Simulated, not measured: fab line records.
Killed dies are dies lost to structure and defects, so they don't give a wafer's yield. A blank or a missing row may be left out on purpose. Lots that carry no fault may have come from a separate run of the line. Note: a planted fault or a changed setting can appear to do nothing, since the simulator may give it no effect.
One fault through the eyes of 3 desks | flow n5-finfet | what lay behind the numbers comes last; until then each desk has only its own

== THE DEFECT DESK ==
For each lot, the counts of the inspections along the route, averaged over the sampled wafers that have a number. Any lot whose mean is over 4 standard deviations away from the usual mean is out of limits and marked OUT; that distance is given in the brackets.
Columns: A = raw-defect-count at N5_PMOS_HMC_CHANNEL_EPI_INSPECT_11, usual 1.9
lot  | first seen here | A
L435 | day 1 17:19     | 2.7
L439 | day 2 17:55     | 2.7
L441 | day 3 05:02     | 1.3
L442 | day 3 11:47     | 2.7
L443 | day 3 17:38     | 1.7
L445 | day 4 05:33     | 1.0
L452 | day 5 23:23     | 1.5
L453 | day 6 05:34     | 1.5
L455 | day 6 17:15     | 1.0
L457 | day 7 08:37     | 1.0
Result from this desk: across the 10 lots, nothing is out of limits.

== AT THE METROLOGY DESK ==
Lot by lot, what the gauges showed, no matter which tool ran the lot: averages of those sampled wafers that carry a number. Any lot whose mean is over 4 standard deviations away from the usual mean is out of limits and marked OUT; that distance is given in the brackets. Shown are 7 of the 12 readings it has, namely the first that went out of limits plus those furthest out on some lot.
Columns: A = cd-nm at N5_WELL_APT_CD_MEAS_08, usual 199.9 nm; B = DIBL_N at N5_BEOL_M4_RC_MEAS_101, usual 35.8 mV/V; C = ION_N at N5_BEOL_M4_RC_MEAS_101, usual 667 uA/um; D = ION_P at N5_BEOL_M4_RC_MEAS_101, usual 456 uA/um; E = SS_P at N5_BEOL_M4_RC_MEAS_101, usual 73.1 mV/dec; F = VT_N at N5_BEOL_M4_RC_MEAS_101, usual 251 mV; G = VT_P at N5_BEOL_M4_RC_MEAS_101, usual -252 mV
lot  | first seen here | A               | B    | C   | D   | E    | F   | G
L435 | day 1 12:40     | 200.5           | 34.9 | 667 | 458 | 73.0 | 254 | -255
L439 | day 2 12:41     | 202.2           | 36.3 | 673 | 457 | 73.2 | 251 | -250
L441 | day 3 00:46     | 199.4           | 35.0 | 649 | 448 | 72.5 | 255 | -257
L442 | day 3 06:46     | 201.0           | 34.2 | 674 | 465 | 72.6 | 249 | -248
L443 | day 3 12:38     | 198.4           | 36.4 | 669 | 464 | 73.3 | 250 | -246
L445 | day 4 00:38     | 201.3           | 35.4 | 666 | 455 | 72.6 | 252 | -252
L452 | day 5 18:38     | 173.0 (-16) OUT | 36.5 | 663 | 453 | 72.6 | 248 | -254
L453 | day 6 00:46     | 175.6 (-14) OUT | 36.0 | 656 | 443 | 73.4 | 252 | -254
L455 | day 6 12:52     | 175.2 (-15) OUT | 33.7 | 658 | 453 | 72.2 | 252 | -255
L457 | day 7 00:46     | 199.4           | 37.0 | 676 | 463 | 73.4 | 249 | -250
Finding of this desk: L452, L453, L455 out of limits; the first was L452 at day 5 19:34, on cd-nm at N5_WELL_APT_CD_MEAS_08. Within limits: L435, L439, L441, L442, L443, L445, L457.

== THE TOOL OWNER'S DESK: krf-scanner-02 ==
The tool's own readings at N5_WELL_APT_EXPOSE_05 (exposes mask NWELL, defocus 0 nm, target cd 200 nm): means of the sampled wafers that have a number, for each lot that ran on this tool. Any lot whose mean is over 4 standard deviations away from the usual mean is out of limits and marked OUT; that distance is given in the brackets.
Columns: A = reticle-temp-C at N5_WELL_APT_EXPOSE_05, usual 23.01 C
lot  | first seen here | A
L439 | day 2 13:26     | 22.89
L442 | day 3 07:38     | 23.15
L445 | day 4 01:41     | 22.99
L452 | day 5 19:23     | 22.95
L453 | day 6 01:31     | 23.08
L455 | day 6 13:44     | 23.15
Result from this desk: across the 6 lots, nothing is out of limits.

== PUT TOGETHER ==
An alarm was possible from the metrology desk at day 5 19:34, on L452, L453, L455.
Nothing the defect desk looked at was out of limits.
The desk of the tool owner found nothing out of limits.
The defect desk has L452, L453, L455 on record, within its limits.
The tool owner's desk has L452, L453, L455 on record, within its limits.
On krf-scanner-02, each named lot ran N5_WELL_APT_EXPOSE_05.

== WHAT THE SIMULATOR HAD INSERTED ==
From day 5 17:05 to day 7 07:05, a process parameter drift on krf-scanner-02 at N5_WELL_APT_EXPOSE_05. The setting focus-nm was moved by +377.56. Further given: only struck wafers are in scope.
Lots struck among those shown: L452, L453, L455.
Time in hours between the start of the fault and the first out-of-limits reading at each desk: metrology desk, 2.
